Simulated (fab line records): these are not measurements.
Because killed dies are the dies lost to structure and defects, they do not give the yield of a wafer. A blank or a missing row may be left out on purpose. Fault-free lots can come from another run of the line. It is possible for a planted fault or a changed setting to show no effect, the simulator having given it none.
fab line records	flow nand-harc
record: lots: 24	wafers: 72	last-day: 25
route steps=1159 shown A_CONTACT@857
lots with no fault: from the same line, run without faults
start-h: hours from the record's first day to the start of the lot's first wafer shown	wait-h: hours elapsed since this lot's preceding step	" identical to the entry in the row above	L1.1+2: a row that stands for several wafers	- no value present, or no start provided	* or withheld: withheld	< > ~ a bound
route shown NAME@n: names a module that has steps shown in the file, with the first one's number in the route	usual: mean and standard deviation over wafers with no fault	same: alike in all rows	chamber/n: place in a boat	sites: each site's reading	_std_site: how widely they spread, as a standard deviation	_edge_site: mean of outer sites minus mean of inner sites	radius-mm: for every site, how far away it sits from the centre of the wafer	mask NAME#n: copy n	behind: tool/chamber where the wafer was last shaped	hold: why the lot was held/for how many hours/how that ended	device: names the non-switching transistor (n, p or np)	end of line: tests run on the same wafers once the route is complete	for a step that has no rows: nothing shown but its recipe	killed: at the first sort, the dies lost to defects and structure; wafer yield is something else	map: shows each die of a wafer: x if killed, . if not, _ if none is there
set.NAME: setting as actually run; set.NAME@STEP: the setting as run at that earlier step	model.NAME: the simulator's own value behind a step, which no gauge read
route steps across a sampled set of lots; one table per step, one row per wafer
services: from which hour (start-h, from the record's first day; less than 0 if before it) a tool's chamber was out of use, for how many hours, and why
== steps ==
step: NHARC_A_CONTACT_DESCUM_47
recipe: time-s: 3	o2-flow-sccm: 200	ar-flow-sccm: 0	bias-power-w: 0	chemistry: O2
usual: drypump-motor-current-A: 5.8/0.31	oes-product-au: 0.997/0.014	rf-vpp-V: 57.7/0.92	showerhead-plenum-p-Torr: 1.93/0.11	throttle-valve-pct: 11.311/0.0094
lot.wafer	tool	chamber	start-h	wait-h	drypump-motor-current-A	oes-product-au	rf-hours-counter-h	rf-vpp-V	showerhead-plenum-p-Torr	throttle-valve-pct
L074.2	rie-diel-06	3	370.84	0.1	6.1	0.995	23	57.0	1.77	11.312
L074.1	"	0	"	"	5.4	0.989	16	58.2	1.83	11.313
L074.6	"	1	"	"	5.8	0.989	-	58.2	1.91	11.311
L075.4	rie-diel-13	1	380.87	0.1	5.8	1.002	29	56.0	1.81	11.309
L075.2	"	0	"	"	5.9	0.975	33	57.2	1.89	11.316
L075.5	"	2	"	"	5.2	0.995	-	58.3	2.05	11.321
L076.3	rie-diel-06	3	388.60	0.1	6.0	1.012	27	56.4	1.77	11.325
L076.1	"	2	"	"	5.6	1.009	27	58.7	2.01	11.316
L076.6	"	1	"	"	5.8	0.998	-	57.5	1.91	11.325
L077.2	rie-diel-06	3	392.45	0.1	6.0	1.021	29	57.1	1.77	11.313
L077.4	"	2	"	"	5.6	1.013	30	57.0	2.01	11.311
L077.6	"	0	"	"	5.4	0.985	-	57.5	1.82	11.301
L081.4	rie-diel-06	2	400.76	0.1	5.6	1.014	32	59.3	2.01	11.309
L081.2	"	3	"	"	6.1	1.013	31	57.9	1.77	11.318
L081.5	"	2	"	"	5.6	1.008	-	59.0	2.01	11.325
L078.4	rie-diel-06	3	404.16	0.1	6.0	1.001	32	58.5	1.77	11.299
L078.2	"	1	"	"	5.8	1.008	29	58.5	1.91	11.316
L078.1	"	2	"	"	5.6	1.003	32	56.2	2.01	11.312
L079.1	rie-diel-06	1	406.28	0.1	5.9	1.003	30	56.2	1.91	11.309
L079.3	"	2	"	"	5.6	1.004	33	58.1	2.01	11.293
L079.6	"	0	"	"	5.4	1.000	-	58.5	1.82	11.298
L082.4	rie-diel-06	3	430.54	0.1	6.1	0.975	0	58.4	2.08	11.322
L082.1	"	0	"	"	5.4	0.995	0	57.0	1.82	11.306
L082.3	"	1	"	"	5.8	1.001	0	58.1	1.91	11.308
L084.1	rie-diel-13	2	430.65	0.1	5.2	0.973	53	57.2	2.04	11.312
L084.2	"	3	"	"	6.1	1.024	52	57.4	1.76	11.313
L084.6	"	1	"	"	5.8	0.997	-	57.9	1.81	11.297
L080.1	rie-diel-13	1	437.93	0.1	5.8	1.002	48	56.7	1.81	11.321
L080.5	"	2	"	"	5.2	0.978	-	59.1	2.04	11.302
L080.6	"	3	"	"	6.0	1.026	-	56.8	1.76	11.315
L083.2	rie-diel-06	1	443.25	0.1	5.8	1.004	2	57.6	1.91	11.315
L083.3	"	3	"	"	6.0	0.980	2	60.5	2.08	11.304
L083.4	"	0	"	"	5.4	1.005	2	59.1	1.82	11.295
L085.1	rie-diel-06	3	443.40	0.1	6.0	0.975	2	57.5	2.08	11.311
L085.5	"	3	"	"	6.1	0.981	-	58.1	2.08	11.308
L085.6	"	0	"	"	5.4	0.991	-	56.5	1.82	11.308
L091.1	rie-diel-06	3	468.37	0.1	6.0	0.976	7	58.0	2.07	11.305
L091.3	"	1	"	"	5.8	1.005	6	58.5	1.90	11.310
L091.5	"	2	"	"	5.6	1.006	-	58.3	2.01	11.335
L087.2	rie-diel-06	2	470.64	0.1	5.6	1.007	6	57.3	2.00	11.324
L087.4	"	3	"	"	6.0	0.984	7	59.8	2.07	11.305
L087.3	"	1	"	"	5.8	1.009	7	59.1	1.90	11.311
L086.2	rie-diel-03	1	472.39	0.1	6.4	0.980	30	59.1	1.84	11.305
L086.1	"	2	"	"	5.9	1.012	30	58.4	2.07	11.304
L086.4	"	0	"	"	6.1	0.995	30	58.2	1.83	11.314
L088.3	rie-diel-06	0	475.04	0.1	5.4	0.996	9	56.2	1.82	11.312
L088.4	"	1	"	"	5.8	1.000	8	58.1	1.90	11.302
L088.1	"	2	"	"	5.6	0.990	7	58.7	2.00	11.316
L089.2	rie-diel-06	2	479.15	0.1	5.6	1.013	8	60.1	2.00	11.320
L089.4	"	3	"	"	6.0	0.983	10	56.8	2.07	11.313
L089.6	"	2	"	"	5.6	1.010	-	57.8	2.00	11.298
L090.2	rie-diel-03	0	490.62	0.1	6.1	1.006	35	56.9	1.82	11.298
L090.1	"	1	"	"	6.4	1.001	35	57.4	1.83	11.303
L090.4	"	2	"	"	5.9	1.006	36	57.3	2.06	11.302
L092.4	rie-diel-13	2	493.93	0.1	5.1	0.974	13	58.5	2.03	11.324
L092.2	"	3	"	"	6.1	1.017	13	59.0	2.07	11.336
L092.5	"	3	"	"	6.0	1.014	-	58.9	2.07	11.322
L094.1	rie-diel-13	1	500.93	0.2	5.8	1.006	15	58.4	1.80	11.305
L094.3	"	2	"	"	5.2	0.975	17	57.8	2.03	11.323
L094.5	"	3	"	"	6.1	1.022	-	58.3	2.07	11.317
L096.1	rie-diel-03	0	501.65	0.1	6.1	0.997	38	58.0	1.82	11.307
L096.5	"	2	"	"	5.9	0.998	-	58.8	2.06	11.307
L096.6	"	3	"	"	6.2	0.982	-	58.0	1.97	11.313
L093.2	rie-diel-03	2	506.57	0.1	5.9	1.009	40	58.5	2.06	11.301
L093.3	"	3	"	"	6.2	0.988	40	57.2	1.97	11.305
L093.5	"	1	"	"	6.3	0.999	-	56.3	1.83	11.315
L095.1	rie-diel-13	1	515.78	0.1	5.8	1.010	21	56.6	1.80	11.314
L095.4	"	3	"	"	6.1	1.030	22	58.7	2.07	11.299
L095.6	"	1	"	"	5.8	1.019	-	56.1	1.80	11.296
L097.2	rie-diel-03	2	516.66	0.1	5.9	1.016	45	59.1	2.06	11.316
L097.4	"	0	"	"	6.1	0.984	45	56.8	1.82	11.302
L097.5	"	2	"	"	5.9	0.997	-	57.9	2.06	11.314
step: NHARC_A_CONTACT_ETCH_119
recipe: source-w: withheld	pressure-mtorr: 20	bias-v: 3000	time-s: 94	target-depth-a: 9220	ar-flow-sccm: withheld	c4f8-flow-sccm: withheld	o2-flow-sccm: withheld	chemistry: C4F8/O2/Ar
lot.wafer	tool	chamber	start-h	wait-h	rf-hours-counter-h
L074.2	har-cap-etch-01	1	372.94	0.1	52
L074.1	"	0	"	"	52
L074.6	"	0	"	"	-
L075.2	har-cap-etch-02	1	383.12	0.1	9
L075.4	"	0	"	"	-
L075.5	"	1	"	"	-
L076.1	har-cap-etch-03	0	390.95	0.1	81
L076.3	"	1	"	"	-
L076.6	"	1	"	"	-
L077.2	har-cap-etch-02	1	394.69	0.1	11
L077.4	"	1	"	"	-
L077.6	"	0	"	"	-
L081.2	har-cap-etch-03	0	402.88	0.1	83
L081.4	"	0	"	"	-
L081.5	"	1	"	"	-
L078.1	har-cap-etch-03	1	406.69	0.1	85
L078.2	"	0	"	"	85
L078.4	"	1	"	"	-
L079.1	har-cap-etch-01	0	408.37	0.1	63
L079.3	"	1	"	"	-
L079.6	"	1	"	"	-
L082.1	har-cap-etch-03	1	432.65	0.1	88
L082.3	"	0	"	"	-
L082.4	"	1	"	"	-
L084.1	har-cap-etch-01	1	432.75	0.1	66
L084.2	"	0	"	"	66
L084.6	"	0	"	"	-
L080.1	har-cap-etch-01	0	440.05	0.1	67
L080.5	"	0	"	"	-
L080.6	"	1	"	"	-
L083.2	har-cap-etch-02	0	445.54	0.1	18
L083.4	"	1	"	"	-
L083.3	"	0	"	"	-
L085.1	har-cap-etch-03	0	446.00	0.1	90
L085.5	"	0	"	"	-
L085.6	"	1	"	"	-
L091.1	har-cap-etch-02	1	470.60	0.1	21
L091.3	"	0	"	"	-
L091.5	"	0	"	"	-
L087.2	har-cap-etch-01	1	472.80	0.1	72
L087.3	"	0	"	"	-
L087.4	"	1	"	"	-
L086.2	har-cap-etch-03	1	474.48	0.1	94
L086.1	"	0	"	"	94
L086.4	"	0	"	"	-
L088.1	har-cap-etch-02	1	477.16	0.1	22
L088.3	"	0	"	"	-
L088.4	"	1	"	"	-
L089.2	har-cap-etch-02	1	481.25	0.1	24
L089.4	"	1	"	"	-
L089.6	"	1	"	"	-
L090.1	har-cap-etch-03	1	492.99	0.1	98
L090.2	"	0	"	"	98
L090.4	"	0	"	"	-
L092.2	har-cap-etch-02	0	496.05	0.1	27
L092.4	"	0	"	"	-
L092.5	"	0	"	"	-
L094.1	har-cap-etch-03	0	503.45	0.1	99
L094.3	"	1	"	"	-
L094.5	"	1	"	"	-
L096.1	har-cap-etch-01	1	503.76	0.1	78
L096.5	"	0	"	"	-
L096.6	"	1	"	"	-
L093.2	har-cap-etch-01	1	508.66	0.1	79
L093.3	"	0	"	"	-
L093.5	"	0	"	"	-
L095.1	har-cap-etch-01	0	517.88	0.1	82
L095.4	"	1	"	"	-
L095.6	"	1	"	"	-
L097.2	har-cap-etch-03	1	519.14	0.1	103
L097.4	"	0	"	"	-
L097.5	"	0	"	"	-
step: NHARC_A_CONTACT_ETCH_122
recipe: source-w: withheld	pressure-mtorr: 20	bias-v: 3000	time-s: 95	target-depth-a: 9300	ar-flow-sccm: withheld	c4f8-flow-sccm: withheld	o2-flow-sccm: withheld	chemistry: C4F8/O2/Ar
lot.wafer	tool	chamber	start-h	wait-h	rf-hours-counter-h
L074.2	har-cap-etch-01	1	373.21	0.1	52
L074.1	"	0	"	"	52
L074.6	"	0	"	"	-
L075.2	har-cap-etch-02	1	383.39	0.1	9
L075.4	"	0	"	"	-
L075.5	"	1	"	"	-
L076.1	har-cap-etch-03	0	391.22	0.1	81
L076.3	"	1	"	"	-
L076.6	"	1	"	"	-
L077.2	har-cap-etch-02	1	394.96	0.1	11
L077.4	"	1	"	"	-
L077.6	"	0	"	"	-
L081.2	har-cap-etch-03	0	403.16	0.1	84
L081.4	"	0	"	"	-
L081.5	"	1	"	"	-
L078.1	har-cap-etch-03	1	406.96	0.1	85
L078.2	"	0	"	"	85
L078.4	"	1	"	"	-
L079.1	har-cap-etch-01	0	408.64	0.1	63
L079.3	"	1	"	"	-
L079.6	"	1	"	"	-
L082.1	har-cap-etch-03	1	432.92	0.1	88
L082.3	"	0	"	"	-
L082.4	"	1	"	"	-
L084.1	har-cap-etch-01	1	433.02	0.1	66
L084.2	"	0	"	"	66
L084.6	"	0	"	"	-
L080.1	har-cap-etch-01	0	440.32	0.1	68
L080.5	"	0	"	"	-
L080.6	"	1	"	"	-
L083.2	har-cap-etch-02	0	445.81	0.1	18
L083.4	"	1	"	"	-
L083.3	"	0	"	"	-
L085.1	har-cap-etch-03	0	446.27	0.1	91
L085.5	"	0	"	"	-
L085.6	"	1	"	"	-
L091.1	har-cap-etch-02	1	470.87	0.1	21
L091.3	"	0	"	"	-
L091.5	"	0	"	"	-
L087.2	har-cap-etch-01	1	473.07	0.1	72
L087.3	"	0	"	"	-
L087.4	"	1	"	"	-
L086.2	har-cap-etch-03	1	474.75	0.1	94
L086.1	"	0	"	"	94
L086.4	"	0	"	"	-
L088.1	har-cap-etch-02	1	477.43	0.1	23
L088.3	"	0	"	"	-
L088.4	"	1	"	"	-
L089.2	har-cap-etch-02	1	481.52	0.1	24
L089.4	"	1	"	"	-
L089.6	"	1	"	"	-
L090.1	har-cap-etch-03	1	493.35	0.1	98
L090.2	"	0	"	"	98
L090.4	"	0	"	"	-
L092.2	har-cap-etch-02	0	496.32	0.1	27
L092.4	"	0	"	"	-
L092.5	"	0	"	"	-
L094.1	har-cap-etch-03	0	503.81	0.1	100
L094.3	"	1	"	"	-
L094.5	"	1	"	"	-
L096.1	har-cap-etch-01	1	504.03	0.1	78
L096.5	"	0	"	"	-
L096.6	"	1	"	"	-
L093.2	har-cap-etch-01	1	508.93	0.1	79
L093.3	"	0	"	"	-
L093.5	"	0	"	"	-
L095.1	har-cap-etch-01	0	518.16	0.1	82
L095.4	"	1	"	"	-
L095.6	"	1	"	"	-
L097.2	har-cap-etch-03	1	519.50	0.1	103
L097.4	"	0	"	"	-
L097.5	"	0	"	"	-
step: NHARC_A_CONTACT_ETCH_96
recipe: target-depth-a: 200	over-etch-frac: 0.5	time-s: 10	ion-energy-ev: 250	c4f6-flow-sccm: 25	o2-flow-sccm: 20	ar-flow-sccm: 500	rf-w: 600	bias-w: 500	chemistry: C4F6/O2
usual: c4f6-flow-sccm: 25.00/0.076	drypump-motor-current-A: 5.8/0.31	oes-product-au: 0.972/0.026	rf-vpp-V: 547/4.1	showerhead-plenum-p-Torr: 3.94/0.19	throttle-valve-pct: 26.903/0.0089
lot.wafer	tool	chamber	start-h	wait-h	c4f6-flow-sccm	drypump-motor-current-A	oes-product-au	rf-hours-counter-h	rf-vpp-V	showerhead-plenum-p-Torr	throttle-valve-pct
L074.2	rie-diel-06	2	-	-	24.90	5.6	0.954	24	548	4.11	26.879
L074.1	"	3	"	"	25.16	6.1	0.943	24	541	3.66	26.887
L074.6	"	0	"	"	25.09	5.4	0.932	-	542	3.76	26.912
L075.2	rie-diel-03	2	384.24	0.1	24.92	5.9	0.955	49	542	3.66	26.884
L075.5	"	2	"	"	24.99	5.9	0.963	-	540	3.66	26.907
L075.4	"	0	"	"	24.99	6.1	0.948	-	544	3.78	26.907
L076.3	rie-diel-06	1	-	-	25.00	5.8	0.967	26	546	3.91	26.905
L076.1	"	2	"	"	24.95	5.6	0.964	29	552	4.10	26.901
L076.6	"	3	"	"	25.03	6.1	0.962	-	541	3.65	26.903
L077.2	rie-diel-06	0	-	-	25.09	5.4	0.926	22	544	3.76	26.913
L077.4	"	3	"	"	25.03	6.1	0.944	30	542	3.65	26.914
L077.6	"	1	"	"	24.96	5.9	0.967	-	546	3.91	26.906
L081.4	rie-diel-06	2	-	-	25.04	5.6	0.972	32	550	4.10	26.910
L081.2	"	3	"	"	24.93	6.1	0.963	32	541	3.65	26.906
L081.5	"	0	"	"	24.85	5.4	0.939	-	544	3.76	26.908
L078.2	rie-diel-03	2	-	-	24.98	5.9	1.007	3	553	4.22	26.902
L078.1	"	3	"	"	24.98	6.2	0.980	3	550	4.04	26.906
L078.4	"	1	"	"	25.01	6.4	0.984	4	545	3.79	26.910
L079.1	rie-diel-06	3	-	-	24.94	6.1	0.950	34	542	3.65	26.917
L079.3	"	0	"	"	25.00	5.4	0.919	25	545	3.76	26.891
L079.6	"	3	"	"	25.06	6.1	0.934	-	541	3.65	26.896
L082.1	rie-diel-06	0	-	-	25.11	5.4	0.950	1	543	3.75	26.911
L082.3	"	1	"	"	24.96	5.8	0.961	1	547	3.91	26.884
L082.4	"	3	"	"	25.01	6.1	0.924	1	553	4.23	26.917
L084.1	rie-diel-06	1	-	-	24.90	5.9	1.002	1	547	3.91	26.901
L084.2	"	2	"	"	24.93	5.6	0.996	1	550	4.10	26.895
L084.6	"	1	"	"	24.99	5.9	1.000	-	547	3.91	26.910
L080.1	rie-diel-06	3	-	-	25.11	6.1	0.981	2	554	4.23	26.909
L080.6	"	3	"	"	25.15	6.1	0.990	-	553	4.23	26.900
L080.5	"	0	"	"	24.92	5.4	1.001	-	545	3.75	26.907
L083.4	rie-diel-06	1	-	-	25.10	5.9	0.972	3	546	3.91	26.899
L083.3	"	2	"	"	25.02	5.6	0.980	3	552	4.10	26.905
L083.2	"	3	"	"	24.87	6.1	0.954	4	552	4.22	26.893
L085.1	rie-diel-06	2	-	-	24.93	5.6	0.976	3	550	4.10	26.909
L085.6	"	2	"	"	24.99	5.6	0.981	-	553	4.10	26.909
L085.5	"	3	"	"	24.89	6.1	0.949	-	553	4.22	26.900
L091.3	rie-diel-03	0	-	-	25.01	6.1	1.009	30	543	3.76	26.908
L091.1	"	2	"	"	25.03	5.9	1.006	30	552	4.21	26.907
L091.5	"	0	"	"	24.88	6.1	0.992	-	543	3.76	26.897
L087.2	rie-diel-13	3	-	-	25.09	6.1	1.006	6	553	4.22	26.899
L087.3	"	0	"	"	24.92	5.9	0.980	5	545	3.87	26.898
L087.4	"	1	"	"	25.11	5.9	1.002	5	542	3.72	26.900
L086.1	rie-diel-06	2	-	-	25.13	5.6	1.003	7	549	4.09	26.903
L086.2	"	0	"	"	25.00	5.4	0.995	9	543	3.75	26.905
L086.4	"	1	"	"	24.98	5.8	1.011	8	547	3.90	26.912
L088.3	rie-diel-03	3	-	-	25.02	6.2	0.969	33	550	4.03	26.903
L088.1	"	0	"	"	25.09	6.1	1.002	33	543	3.76	26.892
L088.4	"	2	"	"	24.94	5.9	0.999	33	552	4.21	26.903
L089.4	rie-diel-06	1	-	-	25.06	5.8	0.939	10	548	3.90	26.899
L089.2	"	2	"	"	25.00	5.6	0.957	9	552	4.09	26.895
L089.6	"	0	"	"	24.97	5.4	0.934	-	543	3.75	26.895
L090.2	rie-diel-03	2	-	-	25.08	5.9	0.952	36	553	4.20	26.886
L090.4	"	3	"	"	24.96	6.2	0.956	37	549	4.02	26.898
L090.1	"	0	"	"	25.08	6.1	0.963	36	545	3.76	26.909
L092.4	rie-diel-03	3	-	-	25.05	6.1	0.939	37	550	4.02	26.899
L092.2	"	2	"	"	24.91	5.9	0.959	37	554	4.20	26.909
L092.5	"	3	"	"	24.99	6.1	0.928	-	548	4.02	26.908
L094.3	rie-diel-06	3	504.84	0.2	25.00	6.1	0.978	16	553	4.22	26.924
L094.1	"	0	"	"	25.04	5.4	0.991	16	545	3.74	26.893
L094.5	"	3	"	"	25.08	6.1	0.986	-	553	4.22	26.894
L096.1	rie-diel-13	3	-	-	24.92	6.1	1.013	19	551	4.22	26.914
L096.6	"	1	"	"	25.01	5.8	1.006	-	542	3.71	26.908
L096.5	"	2	"	"	24.97	5.2	0.984	-	551	4.14	26.914
L093.3	rie-diel-13	0	-	-	24.90	5.9	0.984	18	546	3.86	26.900
L093.2	"	1	"	"	25.12	5.8	1.012	18	542	3.71	26.899
L093.5	"	1	"	"	25.02	5.8	0.998	-	543	3.71	26.886
L095.1	rie-diel-13	3	-	-	24.98	6.1	0.973	24	553	4.21	26.894
L095.4	"	0	"	"	24.94	5.9	0.931	21	546	3.86	26.896
L095.6	"	3	"	"	25.02	6.1	0.960	-	553	4.21	26.910
L097.2	rie-diel-13	3	-	-	25.05	6.1	1.008	24	553	4.21	26.900
L097.4	"	1	"	"	25.06	5.8	1.006	23	544	3.71	26.907
L097.5	"	3	"	"	25.04	6.1	1.014	-	552	4.21	26.895
step: NHARC_A_CONTACT_DEP_57
recipe: target-thk-a: 28000	temp-c: 400	material: aC
usual: throttle-valve-pct: 35.001/0.0095
lot.wafer	tool	chamber	start-h	wait-h	throttle-valve-pct
L074.1	acl-dep-01	0	378.04	-	34.987
L074.2	"	0	"	"	35.006
L074.6	"	0	379.47	-	35.015
L075.2	acl-dep-02	0	388.97	-	35.008
L075.4	"	0	"	"	35.004
L075.5	"	0	"	"	35.019
L076.1	acl-dep-02	0	394.76	-	35.003
L076.3	"	0	"	"	35.001
L076.6	"	0	"	"	35.004
L077.2	acl-dep-03	0	398.47	-	35.013
L077.4	"	0	"	"	35.002
L077.6	"	0	"	"	35.002
L081.2	acl-dep-01	0	405.73	-	35.002
L081.4	"	0	"	"	34.997
L081.5	"	0	"	"	35.000
L078.1	acl-dep-02	0	408.83	-	34.994
L078.2	"	0	"	"	35.012
L078.4	"	0	"	"	35.003
L079.1	acl-dep-01	0	410.48	-	34.993
L079.3	"	0	"	"	34.994
L079.6	"	0	"	"	34.985
L082.1	acl-dep-01	0	434.86	-	35.001
L082.3	"	0	"	"	34.990
L082.4	"	0	"	"	34.995
L084.1	acl-dep-03	0	434.93	-	35.002
L084.2	"	0	"	"	34.989
L084.6	"	0	436.37	-	35.000
L080.1	acl-dep-03	0	442.32	-	35.002
L080.5	"	0	443.47	-	34.992
L080.6	"	0	"	"	35.001
L085.1	acl-dep-02	0	448.46	-	35.007
L085.5	"	0	449.59	-	34.983
L085.6	"	0	"	"	35.004
L083.2	acl-dep-03	0	448.72	-	34.987
L083.3	"	0	"	"	35.005
L083.4	"	0	"	"	34.982
L091.1	acl-dep-03	0	472.88	-	35.002
L091.3	"	0	"	"	34.999
L091.5	"	0	"	"	34.990
L087.2	acl-dep-03	0	475.20	-	35.008
L087.3	"	0	"	"	35.015
L087.4	"	0	"	"	34.994
L086.1	acl-dep-02	0	480.16	-	34.996
L086.2	"	0	"	"	35.004
L086.4	"	0	"	"	34.998
L088.1	acl-dep-03	0	482.29	-	35.014
L088.3	"	0	"	"	34.989
L088.4	"	0	"	"	34.987
L089.2	acl-dep-03	0	488.67	-	34.991
L089.4	"	0	"	"	34.996
L089.6	"	0	"	"	34.986
L090.1	acl-dep-03	0	496.69	-	35.005
L090.2	"	0	"	"	34.997
L090.4	"	0	"	"	35.012
L092.2	acl-dep-03	0	498.70	-	34.995
L092.4	"	0	"	"	35.000
L092.5	"	0	"	"	34.991
L094.1	acl-dep-03	0	506.05	-	35.007
L094.3	"	0	"	"	35.000
L094.5	"	0	"	"	35.003
L096.1	acl-dep-02	0	506.22	-	34.990
L096.5	"	0	507.37	-	35.023
L096.6	"	0	"	"	35.005
L093.2	acl-dep-02	0	511.20	-	34.999
L093.3	"	0	"	"	35.003
L093.5	"	0	"	"	35.007
L095.1	acl-dep-01	0	520.07	-	35.003
L095.4	"	0	"	"	34.973
L095.6	"	0	"	"	34.993
L097.2	acl-dep-03	0	521.84	-	35.018
L097.4	"	0	"	"	34.987
L097.5	"	0	"	"	35.012
step: NHARC_A_CONTACT_ETCH_132
recipe: source-w: withheld	pressure-mtorr: 20	bias-v: 1200	time-s: 156	target-depth-a: 9580	ar-flow-sccm: withheld	c4f8-flow-sccm: withheld	o2-flow-sccm: withheld	chemistry: C4F8/O2/Ar
lot.wafer	tool	chamber	start-h	wait-h	rf-hours-counter-h
L074.1	har-cap-etch-03	0	383.52	0.1	80
L074.2	"	1	"	"	80
L074.6	"	1	"	"	-
L075.2	har-cap-etch-01	0	393.80	0.1	59
L075.4	"	0	"	"	-
L075.5	"	0	"	"	-
L076.1	har-cap-etch-01	0	399.79	0.1	61
L076.3	"	0	"	"	-
L076.6	"	0	"	"	-
L077.2	har-cap-etch-01	1	403.29	0.1	62
L077.4	"	1	"	"	-
L077.6	"	1	"	"	-
L081.2	har-cap-etch-03	1	410.43	0.1	86
L081.4	"	0	"	"	-
L081.5	"	1	"	"	-
L078.2	har-cap-etch-01	1	413.76	0.1	64
L078.1	"	0	"	"	64
L078.4	"	1	"	"	-
L079.1	har-cap-etch-02	0	415.74	0.1	15
L079.3	"	1	"	"	-
L079.6	"	0	"	"	-
L082.1	har-cap-etch-02	1	439.83	0.1	17
L082.4	"	1	"	"	-
L082.3	"	0	"	"	-
L084.2	har-cap-etch-03	1	440.13	0.1	89
L084.1	"	0	"	"	89
L084.6	"	0	"	"	-
L080.1	har-cap-etch-01	1	447.48	0.1	70
L080.6	"	1	"	"	-
L080.5	"	0	"	"	-
L083.2	har-cap-etch-03	1	453.90	0.1	92
L083.3	"	0	"	"	-
L083.4	"	1	"	"	-
L085.1	har-cap-etch-02	1	459.17	0.1	20
L085.5	"	0	"	"	-
L085.6	"	1	"	"	-
L091.1	har-cap-etch-01	1	478.72	0.1	74
L091.3	"	1	"	"	-
L091.5	"	0	"	"	-
L087.2	har-cap-etch-03	1	479.88	0.1	95
L087.4	"	1	"	"	-
L087.3	"	0	"	"	-
L086.2	har-cap-etch-01	1	485.39	0.1	75
L086.1	"	0	"	"	75
L086.4	"	1	"	"	-
L088.1	har-cap-etch-03	1	487.56	0.2	97
L088.4	"	0	"	"	-
L088.3	"	1	"	"	-
L089.2	har-cap-etch-02	1	493.43	0.1	26
L089.4	"	1	"	"	-
L089.6	"	0	"	"	-
L090.1	har-cap-etch-02	1	501.66	0.1	28
L090.2	"	0	"	"	28
L090.4	"	1	"	"	-
L092.2	har-cap-etch-02	0	504.30	0.1	30
L092.4	"	1	"	"	-
L092.5	"	0	"	"	-
L094.1	har-cap-etch-03	1	511.41	0.2	102
L094.3	"	0	"	"	-
L094.5	"	0	"	"	-
L096.1	har-cap-etch-01	1	511.44	0.1	81
L096.5	"	1	"	"	-
L096.6	"	0	"	"	-
L093.2	har-cap-etch-02	1	515.91	0.1	32
L093.3	"	0	"	"	-
L093.5	"	0	"	"	-
L095.1	har-cap-etch-01	1	525.14	0.1	84
L095.4	"	0	"	"	-
L095.6	"	0	"	"	-
L097.2	har-cap-etch-03	0	526.52	0.1	104
L097.4	"	0	"	"	-
L097.5	"	1	"	"	-
== services ==
tool	chamber	start-h	hours	kind
rie-diel-06	0	348.46	-	clean
rie-diel-06	1	348.46	-	clean
rie-diel-06	2	348.46	-	clean
rie-diel-06	3	348.46	-	clean
rie-diel-06	1	349.60	10.7	repair
acl-dep-02	-	350.51	13.0	pm
rie-diel-06	0	361.18	5.0	repair
rie-diel-06	0	372.96	-	clean
rie-diel-06	1	372.96	-	clean
rie-diel-06	2	372.96	-	clean
rie-diel-06	3	372.96	-	clean
rie-diel-03	1	373.11	22.4	repair
rie-diel-03	-	392.36	9.0	pm
rie-diel-06	0	397.46	-	clean
rie-diel-06	1	397.46	-	clean
rie-diel-06	2	397.46	-	clean
rie-diel-06	3	397.46	-	clean
acl-dep-03	-	406.19	13.0	pm
rie-diel-06	-	418.20	9.0	pm
rie-diel-06	0	418.20	9.0	vent-cycle
rie-diel-13	-	453.37	9.0	pm
rie-diel-13	-	470.70	1.6	repair
acl-dep-01	-	478.22	13.0	pm
rie-diel-06	2	492.00	16.2	repair
== key ==
fault none
